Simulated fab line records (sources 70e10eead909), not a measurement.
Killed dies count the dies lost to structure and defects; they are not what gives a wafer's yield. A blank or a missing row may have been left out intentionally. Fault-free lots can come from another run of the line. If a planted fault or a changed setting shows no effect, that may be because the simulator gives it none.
fab line records    flow nand-harc
[record] lots = 24  wafers = 72  last-day = 33
route steps=1302 shown A_SLIT@940 A_WL_FILL@977 A_CONTACT@997
lots untouched by any fault: they come from a run of this same line in which no faults occurred
start-h: hours from the record's opening day to when the first of the lot's shown wafers began    wait-h: hours from the lot's prior step to this one    " as in the row above    L1.1+2: a single row standing in for several wafers    - value missing, or start not given    * or withheld: withheld    < > ~ a bound
route shown NAME@n: a module of which the file shows steps, and the number in the route of the first    usual: the fault-free wafers' mean and standard deviation    same: alike in all rows    chamber/n: place in a boat    sites: each site's reading    _std_site: standard deviation across them    _edge_site: outer sites' mean less inner sites'    radius-mm: how far each site lies from the wafer's centre    mask NAME#n: copy n    behind: the most recent tool/chamber to have shaped the wafer    hold: the reason the lot was held/the length of the hold in hours/how it ended    device: which transistor (n, p or np) failed to switch    end of line: the route-end tests of the same wafers    a step with no rows: only its recipe    killed: dies that structure and defects cost at the first sort, which is not the same as the wafer's yield    map: per-die view of a wafer (x killed, . not killed, _ where there is no die)
set.NAME: the setting as run; set.NAME@STEP: as run at that earlier step    model.NAME: the simulator's own value behind a step, which no gauge read
steps of the route over a sample of lots; a table a step, a row a wafer
services: when a tool's chamber went out of use (start-h, in hours from the record's first day, below 0 if earlier), for how many hours, and the reason
[[steps]]
[step NHARC_A_SLIT_ETCH_26]
[recipe] bias-v = 400  source-w = 2000  pressure-mtorr = 25  time-s = 90  ar-flow-sccm = 375  c4f8-flow-sccm = 41.7  o2-flow-sccm = 83.3  target-depth-a = 4000  chemistry = C4F8/O2/Ar
[usual] bias-v = 399/4.1  drypump-motor-current-A = 5.7/0.5  showerhead-plenum-p-Torr = 3.63/0.092  throttle-valve-pct = 27.620/0.0086
lot.wafer  tool         chamber  start-h  wait-h  bias-v  drypump-motor-current-A  rf-hours-counter-h  showerhead-plenum-p-Torr  throttle-valve-pct
L075.1     har-etch-01  0        466.29   2.5     403     6.4                      256                 3.68                      27.617
L075.4     "            0        "        "       397     6.4                      -                   3.68                      27.613
L075.5     "            0        "        "       394     6.3                      -                   3.68                      27.604
L074.1     har-etch-02  1        472.82   2.5     400     5.1                      49                  3.73                      27.619
L074.3     "            1        "        "       400     5.1                      -                   3.73                      27.621
L074.5     "            0        "        "       396     5.8                      -                   3.72                      27.610
L076.2     har-etch-02  1        476.62   3.0     398     5.2                      53                  3.72                      27.628
L076.4     "            1        "        "       395     5.1                      -                   3.72                      27.623
L076.6     "            1        "        "       402     5.1                      -                   3.72                      27.618
L077.4     har-etch-01  1        479.20   1.9     403     5.3                      -                   3.47                      27.616
L077.6     "            1        "        "       404     5.3                      -                   3.47                      27.626
L077.5     "            0        "        "       393     6.4                      -                   3.68                      27.618
L078.1     har-etch-01  0        487.17   2.5     393     6.4                      275                 3.67                      27.615
L078.3     "            0        "        "       394     6.4                      -                   3.67                      27.617
L078.6     "            1        "        "       401     5.3                      -                   3.47                      27.637
L079.3     har-etch-02  0        490.19   1.9     399     5.7                      -                   3.71                      27.613
L079.6     "            0        "        "       398     5.8                      -                   3.71                      27.625
L079.5     "            1        "        "       401     5.1                      -                   3.72                      27.612
L080.1     har-etch-02  0        502.41   3.0     402     5.8                      68                  3.71                      27.621
L080.2     "            1        "        "       402     5.1                      68                  3.71                      27.640
L080.3     "            0        "        "       403     5.7                      -                   3.71                      27.618
L081.2     har-etch-02  1        521.32   2.4     405     5.1                      80                  3.71                      27.618
L081.4     "            0        "        "       397     5.8                      -                   3.70                      27.625
L081.5     "            0        "        "       396     5.8                      -                   3.70                      27.635
L082.2     har-etch-01  1        547.10   3.0     398     5.3                      306                 3.45                      27.618
L082.5     "            1        "        "       399     5.3                      -                   3.45                      27.607
L082.6     "            0        "        "       401     6.3                      -                   3.65                      27.619
L083.2     har-etch-01  1        555.14   3.0     396     5.3                      310                 3.45                      27.628
L083.1     "            0        "        "       403     6.4                      310                 3.65                      27.606
L083.5     "            0        "        "       396     6.4                      -                   3.65                      27.618
L084.4     har-etch-02  0        559.44   1.9     403     5.7                      -                   3.69                      27.612
L084.3     "            1        "        "       400     5.1                      -                   3.70                      27.616
L084.5     "            1        "        "       399     5.1                      -                   3.70                      27.614
L085.2     har-etch-01  0        559.51   3.0     399     6.4                      313                 3.65                      27.630
L085.1     "            1        "        "       405     5.3                      313                 3.45                      27.626
L085.3     "            1        "        "       401     5.3                      -                   3.45                      27.612
L086.1     har-etch-02  0        573.86   2.4     402     5.8                      110                 3.68                      27.610
L086.3     "            1        "        "       393     5.1                      -                   3.69                      27.617
L086.4     "            0        "        "       398     5.8                      -                   3.68                      27.629
L088.1     har-etch-01  0        595.08   2.4     402     6.4                      332                 3.64                      27.621
L088.4     "            0        "        "       404     6.4                      -                   3.64                      27.640
L088.5     "            0        "        "       400     6.4                      -                   3.64                      27.613
L087.2     har-etch-01  0        605.13   3.0     391     6.4                      340                 3.63                      27.608
L087.3     "            1        "        "       396     5.3                      -                   3.43                      27.614
L087.5     "            1        "        "       404     5.3                      -                   3.43                      27.626
L089.2     har-etch-02  0        612.09   3.0     394     5.8                      126                 3.67                      27.619
L089.4     "            1        "        "       394     5.1                      -                   3.68                      27.622
L089.5     "            0        "        "       393     5.8                      -                   3.67                      27.613
L091.2     har-etch-02  0        627.32   3.1     398     5.7                      133                 3.67                      27.616
L091.4     "            0        "        "       392     5.7                      -                   3.67                      27.618
L091.5     "            1        "        "       397     5.2                      -                   3.68                      27.618
L090.4     har-etch-01  0        628.54   1.3     391     6.4                      -                   3.63                      27.627
L090.5     "            1        "        "       402     5.3                      -                   3.42                      27.622
L090.6     "            0        "        "       393     6.4                      -                   3.63                      27.609
L092.1     har-etch-02  1        642.47   3.0     402     5.2                      145                 3.67                      27.618
L092.2     "            0        "        "       400     5.8                      145                 3.66                      27.629
L092.3     "            1        "        "       404     5.1                      -                   3.67                      27.621
L093.3     har-etch-01  0        642.61   3.7     394     6.4                      -                   3.62                      27.614
L093.4     "            0        "        "       404     6.4                      -                   3.62                      27.623
L093.6     "            0        "        "       400     6.4                      -                   3.62                      27.613
L094.2     har-etch-02  1        659.44   2.5     400     5.1                      156                 3.67                      27.612
L094.6     "            0        "        "       405     5.8                      -                   3.66                      27.606
L094.5     "            1        "        "       398     5.1                      -                   3.67                      27.627
L096.1     har-etch-02  1        667.48   2.5     402     5.1                      164                 3.66                      27.611
L096.4     "            0        "        "       395     5.8                      -                   3.65                      27.628
L096.3     "            1        "        "       404     5.1                      -                   3.66                      27.619
L095.2     har-etch-01  0        672.28   4.9     395     6.4                      -                   3.60                      27.618
L095.4     "            0        "        "       392     6.4                      -                   3.61                      27.603
L095.5     "            0        "        "       400     6.4                      -                   3.61                      27.618
L097.2     har-etch-02  1        689.29   2.4     403     5.1                      175                 3.66                      27.623
L097.4     "            1        "        "       403     5.1                      -                   3.66                      27.630
L097.6     "            0        "        "       404     5.8                      -                   3.65                      27.622
[step NHARC_A_WL_FILL_CMP_12]
[recipe] t-overpolish-s = 30  target-thk-nm = 100
[usual] motor-current-A = 12.6/1.8  overpolish-run-s = 29.999/0.0088  time-to-endpoint-s = 20.5/2.8
lot.wafer  tool    chamber  start-h  wait-h  motor-current-A  overpolish-run-s  time-to-endpoint-s
L075.1     cmp-01  1        494.60   0.2     11.3             30.004            20.8
L075.4     "       0        "        "       12.1             30.012            22.7
L075.5     "       1        "        "       11.0             29.998            18.8
L074.1     cmp-01  2        499.85   0.2     10.7             29.986            19.4
L074.3     "       0        "        "       12.7             30.018            22.2
L074.5     "       2        "        "       10.4             29.992            19.9
L077.4     cmp-02  0        505.55   0.2     15.3             30.002            23.7
L077.6     "       1        "        "       14.7             30.001            19.0
L077.5     "       2        "        "       15.7             29.996            17.6
L076.2     cmp-01  2        505.60   0.3     11.2             30.001            19.4
L076.4     "       0        "        "       12.0             29.993            22.6
L076.6     "       1        "        "       11.8             30.003            18.4
L078.1     cmp-02  0        512.59   0.1     15.2             30.000            24.3
L078.3     "       2        "        "       16.1             29.993            21.8
L078.6     "       0        "        "       15.2             30.002            25.6
L079.3     cmp-02  1        518.58   0.1     13.6             30.007            19.2
L079.5     "       1        "        "       14.4             29.990            15.6
L079.6     "       2        "        "       14.8             29.999            17.4
L080.1     cmp-01  3        530.71   0.2     12.8             29.989            25.0
L080.2     "       0        "        "       12.7             29.996            26.1
L080.3     "       1        "        "       11.5             30.008            19.9
L081.4     cmp-01  3        550.43   0.1     13.1             30.010            24.4
L081.2     "       0        "        "       12.0             30.014            24.8
L081.5     "       2        "        "       11.2             29.988            22.9
L082.2     cmp-02  2        574.85   0.2     16.0             30.005            17.9
L082.5     "       3        "        "       10.3             30.021            17.4
L082.6     "       0        "        "       15.3             29.996            23.9
L083.1     cmp-03  0        580.53   0.2     11.2             29.996            20.3
L083.2     "       1        "        "       12.5             30.013            17.2
L083.5     "       3        "        "       12.0             29.997            20.3
L084.4     cmp-01  2        588.23   0.1     11.4             30.013            21.8
L084.3     "       3        "        "       12.6             29.998            22.2
L084.5     "       2        "        "       11.2             29.994            22.2
L085.2     cmp-03  0        588.23   0.2     11.0             30.003            22.2
L085.3     "       1        "        "       11.8             29.988            15.2
L085.1     "       2        "        "       11.2             29.994            25.4
L086.4     cmp-03  1        600.34   0.1     12.4             29.991            16.5
L086.3     "       2        "        "       11.7             29.993            22.3
L086.1     "       0        "        "       10.8             30.006            19.3
L088.4     cmp-01  1        621.06   0.2     11.7             30.012            18.4
L088.1     "       2        "        "       11.3             29.993            20.9
L088.5     "       0        "        "       12.2             29.998            20.5
L087.3     cmp-02  0        632.05   0.1     14.8             30.012            22.5
L087.2     "       1        "        "       14.2             30.001            19.3
L087.5     "       3        "        "       10.1             29.994            18.3
L089.4     cmp-01  1        638.17   0.1     11.6             29.988            20.8
L089.2     "       3        "        "       12.7             30.011            22.7
L089.5     "       2        "        "       10.8             29.990            23.3
L090.4     cmp-02  3        653.46   0.2     10.2             30.001            17.3
L090.6     "       1        "        "       14.6             29.995            17.8
L090.5     "       2        "        "       14.8             30.006            14.1
L091.4     cmp-03  2        653.71   0.2     10.8             29.992            22.7
L091.2     "       3        "        "       11.8             29.997            19.8
L091.5     "       2        "        "       11.5             29.994            23.2
L092.2     cmp-03  2        671.49   0.2     10.7             29.991            22.5
L092.3     "       3        "        "       11.6             30.008            20.0
L092.1     "       0        "        "       12.1             30.012            22.5
L093.3     cmp-02  2        671.49   0.1     14.8             30.001            15.4
L093.4     "       3        "        "       9.6              29.999            19.3
L093.6     "       2        "        "       16.3             29.991            18.8
L094.2     cmp-02  1        685.38   0.2     14.1             30.004            16.3
L094.5     "       2        "        "       16.5             30.008            17.6
L094.6     "       3        "        "       9.8              30.005            21.1
L096.4     cmp-01  3        693.88   0.1     12.3             30.001            23.9
L096.1     "       0        "        "       11.6             29.999            22.5
L096.3     "       2        "        "       11.1             30.000            21.5
L095.2     cmp-02  1        698.91   0.2     14.5             30.006            18.9
L095.4     "       2        "        "       15.1             30.000            17.2
L095.5     "       3        "        "       9.9              29.975            17.9
L097.2     cmp-03  3        715.03   0.1     11.6             29.995            20.4
L097.4     "       1        "        "       12.4             29.998            19.0
L097.6     "       0        "        "       11.3             29.994            23.8
[step NHARC_A_CONTACT_CD_MEAS_42]
[recipe] target-cd-nm = 300  landing-energy-ev = 500
[usual] cd-nm = 300.2/0.56
lot.wafer  tool       chamber  start-h  wait-h  cd-nm
L075.1     cd-sem-03  0        501.58   -       300.9
L075.4     "          0        "        "       300.3
L075.5     "          0        "        "       300.3
L074.1     cd-sem-01  0        506.17   -       299.9
L074.3     "          0        "        "       299.9
L074.5     "          0        "        "       300.6
L077.4     cd-sem-03  0        511.51   -       300.4
L077.5     "          0        "        "       300.1
L077.6     "          0        "        "       299.9
L076.2     cd-sem-03  0        511.76   -       300.1
L076.4     "          0        "        "       300.2
L076.6     "          0        "        "       299.8
L078.1     cd-sem-03  0        520.44   -       300.0
L078.3     "          0        "        "       299.6
L078.6     "          0        "        "       299.0
L079.3     cd-sem-02  0        524.72   -       300.9
L079.5     "          0        "        "       300.5
L079.6     "          0        "        "       301.0
L080.1     cd-sem-01  0        536.71   -       300.2
L080.2     "          0        "        "       300.5
L080.3     "          0        "        "       300.1
L081.2     cd-sem-03  0        557.87   -       299.6
L081.4     "          0        "        "       300.3
L081.5     "          0        "        "       300.3
L082.2     cd-sem-02  0        581.05   -       299.5
L082.5     "          0        "        "       299.0
L082.6     "          0        "        "       299.9
L083.1     cd-sem-03  0        586.75   -       300.8
L083.2     "          0        "        "       300.6
L083.5     "          0        "        "       301.1
L084.3     cd-sem-03  0        594.24   -       299.4
L084.4     "          0        "        "       299.4
L084.5     "          0        "        "       300.2
L085.1     cd-sem-01  0        595.85   -       300.9
L085.2     "          0        "        "       300.4
L085.3     "          0        "        "       300.2
L086.1     cd-sem-01  0        606.47   -       300.2
L086.3     "          0        "        "       301.1
L086.4     "          0        "        "       301.1
L088.1     cd-sem-01  0        627.85   -       299.8
L088.4     "          0        "        "       301.2
L088.5     "          0        "        "       300.5
L087.2     cd-sem-03  0        638.12   -       300.8
L087.3     "          0        "        "       300.7
L087.5     "          0        "        "       299.9
L089.2     cd-sem-01  0        644.25   -       300.7
L089.4     "          0        "        "       300.6
L089.5     "          0        "        "       301.2
L090.4     cd-sem-02  0        659.55   -       300.4
L090.5     "          0        "        "       300.8
L090.6     "          0        "        "       299.9
L091.2     cd-sem-02  0        661.72   -       300.1
L091.4     "          0        "        "       300.0
L091.5     "          0        "        "       300.9
L093.3     cd-sem-01  0        678.08   -       300.6
L093.4     "          0        "        "       299.4
L093.6     "          0        "        "       301.1
L092.1     cd-sem-03  0        678.99   -       299.9
L092.2     "          0        "        "       300.2
L092.3     "          0        "        "       300.0
L094.2     cd-sem-02  0        696.08   -       300.7
L094.5     "          0        "        "       300.2
L094.6     "          0        "        "       300.7
L096.1     cd-sem-02  0        702.41   -       299.9
L096.3     "          0        "        "       299.3
L096.4     "          0        "        "       299.7
L095.2     cd-sem-03  0        706.70   -       299.5
L095.4     "          0        "        "       299.2
L095.5     "          0        "        "       299.6
L097.2     cd-sem-01  0        722.98   -       300.0
L097.4     "          0        "        "       299.9
L097.6     "          0        "        "       300.7
[step NHARC_A_CONTACT_OVL_MEAS_43]
[usual] overlay-x-nm = 0.2/1  overlay-y-nm = -0.1/0.73
lot.wafer  tool        chamber  start-h  wait-h  overlay-x-nm  overlay-y-nm
L075.1     overlay-02  -        501.66   -       -0.2          -0.1
L075.4     "           -        "        "       0.6           -0.1
L075.5     "           -        "        "       0.1           0.0
L074.1     overlay-01  -        506.26   -       -0.2          0.4
L074.3     "           -        "        "       0.0           0.0
L074.5     "           -        "        "       -0.1          0.3
L077.4     overlay-01  -        511.59   -       -3.0          0.0
L077.5     "           -        "        "       -2.8          -1.3
L077.6     "           -        "        "       -3.0          -0.3
L076.2     overlay-01  -        511.85   -       -1.8          0.8
L076.4     "           -        "        "       -1.9          0.8
L076.6     "           -        "        "       -1.4          1.1
L078.1     overlay-02  -        520.53   -       0.4           -1.2
L078.3     "           -        "        "       0.0           -1.0
L078.6     "           -        "        "       -0.1          -1.6
L079.3     overlay-02  -        524.80   -       0.6           -0.6
L079.5     "           -        "        "       0.3           -0.2
L079.6     "           -        "        "       0.3           -0.6
L080.1     overlay-02  -        536.80   -       1.7           0.8
L080.2     "           -        "        "       1.1           0.0
L080.3     "           -        "        "       1.3           0.9
L081.2     overlay-01  -        557.96   -       0.0           -0.9
L081.4     "           -        "        "       -0.4          -1.1
L081.5     "           -        "        "       0.3           -1.5
L082.2     overlay-02  -        581.14   -       0.7           -0.2
L082.5     "           -        "        "       0.3           0.0
L082.6     "           -        "        "       1.0           0.4
L083.1     overlay-02  -        586.84   -       0.0           0.1
L083.2     "           -        "        "       -0.4          0.8
L083.5     "           -        "        "       -0.5          0.5
L084.3     overlay-02  -        594.32   -       2.1           -0.4
L084.4     "           -        "        "       1.6           -0.3
L084.5     "           -        "        "       2.2           0.0
L085.1     overlay-02  -        595.94   -       1.3           -0.2
L085.2     "           -        "        "       0.6           0.2
L085.3     "           -        "        "       1.4           -0.1
L086.1     overlay-02  -        606.57   -       -0.6          0.8
L086.3     "           -        "        "       -0.5          0.6
L086.4     "           -        "        "       0.4           1.0
L088.1     overlay-01  -        627.93   -       0.3           -0.8
L088.4     "           -        "        "       -0.6          -0.6
L088.5     "           -        "        "       0.4           -1.1
L087.2     overlay-02  -        638.21   -       1.5           0.5
L087.3     "           -        "        "       1.3           0.5
L087.5     "           -        "        "       1.4           0.0
L089.2     overlay-02  -        644.34   -       -0.4          -1.0
L089.4     "           -        "        "       -0.1          -0.6
L089.5     "           -        "        "       -0.5          -1.0
L090.4     overlay-01  -        659.63   -       0.6           -0.9
L090.5     "           -        "        "       0.2           -0.9
L090.6     "           -        "        "       0.3           -1.2
L091.2     overlay-02  -        661.81   -       0.1           -0.7
L091.4     "           -        "        "       0.7           -0.2
L091.5     "           -        "        "       0.4           -0.7
L093.3     overlay-02  -        678.18   -       0.3           -0.5
L093.4     "           -        "        "       0.5           0.1
L093.6     "           -        "        "       0.7           -0.6
L092.1     overlay-01  -        679.08   -       0.8           -1.0
L092.2     "           -        "        "       0.8           -1.0
L092.3     "           -        "        "       0.7           -0.7
L094.2     overlay-02  -        696.16   -       0.9           0.2
L094.5     "           -        "        "       1.4           -0.3
L094.6     "           -        "        "       1.0           0.0
L096.1     overlay-01  -        702.50   -       -1.1          0.4
L096.3     "           -        "        "       -0.9          0.2
L096.4     "           -        "        "       -0.9          0.6
L095.2     overlay-01  -        706.78   -       -0.1          0.0
L095.4     "           -        "        "       0.1           -0.1
L095.5     "           -        "        "       0.0           0.6
L097.2     overlay-01  -        723.07   -       0.1           0.5
L097.4     "           -        "        "       1.2           0.8
L097.6     "           -        "        "       1.2           0.4
[step NHARC_A_CONTACT_DESCUM_47]
[recipe] time-s = 3  o2-flow-sccm = 200  ar-flow-sccm = 0  bias-power-w = 0  chemistry = O2
[usual] drypump-motor-current-A = 5.2/0.38  oes-product-au = 0.998/0.0096  rf-vpp-V = 57.8/0.95  showerhead-plenum-p-Torr = 1.94/0.095  throttle-valve-pct = 11.310/0.0082
lot.wafer  tool         chamber  start-h  wait-h  drypump-motor-current-A  oes-product-au  rf-hours-counter-h  rf-vpp-V  showerhead-plenum-p-Torr  throttle-valve-pct
L075.1     rie-diel-08  1        501.81   0.1     4.9                      0.993           42                  58.9      1.91                      11.308
L075.4     "            3        "        "       5.2                      0.983           -                   57.5      2.05                      11.310
L075.5     "            1        "        "       4.9                      1.002           -                   59.1      1.91                      11.321
L074.1     rie-diel-03  3        506.37   0.1     5.4                      0.998           8                   57.6      2.02                      11.313
L074.3     "            0        "        "       5.0                      0.995           0                   57.4      1.83                      11.324
L074.5     "            2        "        "       5.5                      1.010           -                   59.7      1.95                      11.326
L077.6     rie-diel-08  1        511.72   0.1     5.0                      1.007           -                   57.6      1.91                      11.319
L077.5     "            2        "        "       4.8                      0.998           -                   56.9      1.81                      11.312
L077.4     "            3        "        "       5.2                      0.990           -                   59.0      2.05                      11.293
L076.2     rie-diel-06  1        511.94   0.1     5.1                      0.991           4                   57.9      2.04                      11.314
L076.4     "            3        "        "       5.0                      1.019           4                   56.8      1.78                      11.306
L076.6     "            1        "        "       5.2                      0.983           -                   57.1      2.04                      11.304
L078.3     rie-diel-03  2        520.63   0.1     5.4                      1.008           11                  57.1      1.95                      11.307
L078.1     "            3        "        "       5.4                      1.006           11                  58.2      2.02                      11.304
L078.6     "            1        "        "       6.0                      0.987           -                   59.4      1.96                      11.319
L079.3     rie-diel-08  0        524.92   0.1     5.1                      1.015           43                  57.8      1.83                      11.326
L079.6     "            2        "        "       4.8                      1.003           -                   57.6      1.81                      11.316
L079.5     "            0        "        "       5.1                      1.008           -                   56.2      1.83                      11.309
L080.3     rie-diel-03  2        537.13   0.3     5.4                      1.009           16                  57.4      1.95                      11.306
L080.1     "            3        "        "       5.4                      1.000           15                  57.6      2.02                      11.310
L080.2     "            0        "        "       4.9                      0.998           8                   57.6      1.83                      11.334
L081.4     rie-diel-03  0        558.06   0.1     5.0                      0.990           10                  58.8      1.83                      11.285
L081.2     "            1        "        "       6.0                      1.013           19                  57.3      1.96                      11.297
L081.5     "            0        "        "       5.0                      0.989           -                   56.3      1.83                      11.305
L082.2     rie-diel-03  0        581.24   0.1     4.9                      0.981           12                  56.9      1.83                      11.292
L082.6     "            3        "        "       5.4                      0.998           -                   58.0      2.02                      11.309
L082.5     "            0        "        "       5.0                      0.984           -                   57.3      1.83                      11.309
L083.1     rie-diel-06  3        586.95   0.1     5.0                      1.011           30                  57.6      1.77                      11.308
L083.2     "            0        "        "       5.6                      0.996           32                  58.6      2.07                      11.302
L083.5     "            3        "        "       5.0                      1.013           -                   56.2      1.77                      11.305
L084.4     rie-diel-06  1        594.42   0.1     5.2                      0.987           34                  58.4      2.03                      11.309
L084.3     "            3        "        "       5.0                      1.019           32                  57.1      1.77                      11.305
L084.5     "            2        "        "       4.8                      1.007           -                   59.3      2.07                      11.305
L085.3     rie-diel-03  0        596.04   0.1     5.0                      0.992           15                  57.5      1.83                      11.317
L085.2     "            1        "        "       6.0                      0.991           23                  58.3      1.96                      11.310
L085.1     "            3        "        "       5.4                      1.002           22                  57.3      2.02                      11.309
L086.3     rie-diel-06  2        606.67   0.1     4.8                      1.004           30                  57.5      2.07                      11.299
L086.4     "            3        "        "       5.0                      1.013           36                  58.4      1.77                      11.314
L086.1     "            1        "        "       5.1                      0.999           40                  58.7      2.03                      11.320
L088.4     rie-diel-03  3        628.03   0.1     5.4                      1.001           26                  58.7      2.01                      11.308
L088.1     "            0        "        "       5.0                      0.990           19                  57.8      1.83                      11.312
L088.5     "            0        "        "       5.0                      0.995           -                   58.7      1.83                      11.330
L087.3     rie-diel-06  2        638.31   0.1     4.8                      1.017           38                  57.7      2.06                      11.307
L087.2     "            0        "        "       5.6                      0.991           49                  57.0      2.06                      11.314
L087.5     "            1        "        "       5.1                      0.996           -                   57.7      2.02                      11.302
L089.2     rie-diel-03  3        644.44   0.1     5.4                      0.989           0                   57.1      2.01                      11.320
L089.4     "            2        "        "       5.4                      0.999           0                   57.9      1.94                      11.314
L089.5     "            3        "        "       5.4                      0.986           -                   57.0      2.01                      11.327
L090.4     rie-diel-03  3        659.75   0.1     5.4                      0.998           3                   57.7      2.01                      11.309
L090.5     "            0        "        "       5.0                      1.001           -                   57.6      1.83                      11.316
L090.6     "            1        "        "       6.0                      0.993           -                   58.7      1.95                      11.308
L091.2     rie-diel-03  1        661.90   0.1     6.0                      0.993           3                   57.4      1.95                      11.322
L091.4     "            3        "        "       5.4                      1.000           4                   57.9      2.01                      11.299
L091.5     "            1        "        "       6.0                      0.995           -                   57.4      1.95                      11.307
L093.4     rie-diel-08  0        678.29   0.1     5.1                      1.010           48                  56.5      1.81                      11.304
L093.3     "            1        "        "       4.9                      0.987           46                  57.8      1.89                      11.304
L093.6     "            3        "        "       5.2                      0.990           -                   59.8      2.03                      11.308
L092.3     rie-diel-03  2        679.18   0.1     5.5                      0.984           8                   59.0      1.94                      11.316
L092.2     "            3        "        "       5.4                      0.982           8                   58.3      2.01                      11.310
L092.1     "            1        "        "       6.0                      0.985           7                   57.0      1.95                      11.316
L094.2     rie-diel-06  0        696.28   0.1     5.6                      0.992           6                   59.1      2.06                      11.306
L094.6     "            2        "        "       4.8                      1.005           -                   59.7      2.06                      11.302
L094.5     "            3        "        "       5.0                      0.999           -                   57.8      2.07                      11.304
L096.3     rie-diel-03  3        702.60   0.1     5.4                      1.000           11                  58.1      2.01                      11.316
L096.1     "            0        "        "       5.0                      0.997           10                  57.6      1.82                      11.295
L096.4     "            1        "        "       6.0                      1.002           9                   58.7      1.95                      11.317
L095.2     rie-diel-03  2        706.88   0.1     5.4                      0.985           11                  59.6      1.94                      11.307
L095.4     "            0        "        "       5.0                      0.998           11                  57.4      1.82                      11.315
L095.5     "            2        "        "       5.5                      0.987           -                   57.4      1.94                      11.310
L097.2     rie-diel-08  2        723.32   0.2     4.8                      1.005           53                  56.6      1.79                      11.294
L097.4     "            3        "        "       5.2                      1.001           56                  57.7      2.02                      11.325
L097.6     "            3        "        "       5.2                      1.000           -                   57.2      2.02                      11.316
[step NHARC_A_CONTACT_ETCH_123]
[recipe] source-w = withheld  pressure-mtorr = 20  bias-v = 400  time-s = 490  target-depth-a = 21100  ar-flow-sccm = withheld  c4f8-flow-sccm = 11.5  o2-flow-sccm = 7.2  chemistry = C4F8/O2/Ar
lot.wafer  tool             chamber  start-h  wait-h  rf-hours-counter-h
L075.1     har-cap-etch-03  0        506.72   0.2     42
L075.4     "                0        "        "       -
L075.5     "                1        "        "       -
L074.1     har-cap-etch-02  1        510.25   0.1     85
L074.3     "                1        "        "       -
L074.5     "                1        "        "       -
L076.2     har-cap-etch-03  1        516.47   0.3     44
L076.4     "                0        "        "       -
L076.6     "                1        "        "       -
L077.4     har-cap-etch-01  1        516.78   0.3     -
L077.5     "                1        "        "       -
L077.6     "                0        "        "       -
L078.1     har-cap-etch-01  1        524.62   0.2     4
L078.3     "                0        "        "       -
L078.6     "                1        "        "       -
L079.3     har-cap-etch-01  0        529.52   0.3     -
L079.5     "                1        "        "       -
L079.6     "                0        "        "       -
L080.1     har-cap-etch-01  0        541.02   0.1     11
L080.2     "                1        "        "       11
L080.3     "                1        "        "       -
L081.2     har-cap-etch-03  0        562.04   0.2     56
L081.4     "                0        "        "       -
L081.5     "                0        "        "       -
L082.2     har-cap-etch-03  0        585.14   0.1     58
L082.5     "                0        "        "       -
L082.6     "                1        "        "       -
L083.1     har-cap-etch-01  1        591.14   0.1     16
L083.2     "                0        "        "       16
L083.5     "                1        "        "       -
L084.4     har-cap-etch-03  1        598.84   0.3     -
L084.3     "                0        "        "       -
L084.5     "                1        "        "       -
L085.1     har-cap-etch-01  1        599.96   0.1     19
L085.2     "                0        "        "       19
L085.3     "                0        "        "       -
L086.1     har-cap-etch-03  1        610.60   0.1     64
L086.4     "                1        "        "       -
L086.3     "                0        "        "       -
L088.1     har-cap-etch-02  1        632.74   0.3     107
L088.4     "                1        "        "       -
L088.5     "                0        "        "       -
L087.2     har-cap-etch-01  0        642.19   0.1     26
L087.3     "                0        "        "       -
L087.5     "                1        "        "       -
L089.2     har-cap-etch-02  1        648.59   0.2     109
L089.4     "                0        "        "       -
L089.5     "                0        "        "       -
L090.4     har-cap-etch-03  0        663.90   0.3     -
L090.6     "                1        "        "       -
L090.5     "                0        "        "       -
L091.2     har-cap-etch-02  1        665.81   0.1     113
L091.4     "                0        "        "       -
L091.5     "                0        "        "       -
L093.4     har-cap-etch-01  1        682.38   0.3     -
L093.3     "                0        "        "       -
L093.6     "                0        "        "       -
L092.1     har-cap-etch-03  1        683.60   0.2     77
L092.2     "                0        "        "       77
L092.3     "                1        "        "       -
L094.2     har-cap-etch-03  1        700.18   0.1     79
L094.6     "                1        "        "       -
L094.5     "                0        "        "       -
L096.1     har-cap-etch-03  0        706.61   0.1     81
L096.3     "                0        "        "       -
L096.4     "                1        "        "       -
L095.2     har-cap-etch-01  1        710.79   0.1     39
L095.4     "                1        "        "       -
L095.5     "                0        "        "       -
L097.2     har-cap-etch-02  1        728.01   0.2     125
L097.4     "                1        "        "       -
L097.6     "                0        "        "       -
[[services]]
tool             chamber  start-h  hours  kind
cmp-03           -        449.09   5.3    repair
cmp-03           -        457.44   0.3    repair
rie-diel-03      -        458.35   9.0    pm
cmp-03           -        458.40   4.0    pm
cmp-02           -        472.02   1.5    repair
cmp-03           -        480.98   74.2   repair
cmp-01           -        486.08   4.0    pm
har-cap-etch-01  -        497.52   17.0   pm
har-etch-01      -        502.19   0.3    repair
cmp-02           -        502.89   2.1    repair
cmp-01           -        509.07   1.6    repair
har-etch-01      -        523.64   1.3    repair
cmp-02           -        527.15   4.0    pm
cmp-01           -        535.73   5.2    repair
har-cap-etch-01  -        566.21   0.8    repair
rie-diel-03      3        568.11   2.7    repair
cmp-01           -        584.08   4.0    pm
har-etch-02      -        590.59   10.5   repair
cmp-02           -        625.18   4.0    pm
rie-diel-03      -        635.35   9.0    pm
cmp-02           -        656.88   0.3    repair
cmp-01           -        682.08   4.0    pm
har-cap-etch-01  -        721.20   1.2    repair
cmp-02           -        723.18   4.0    pm
[[key]]
fault none
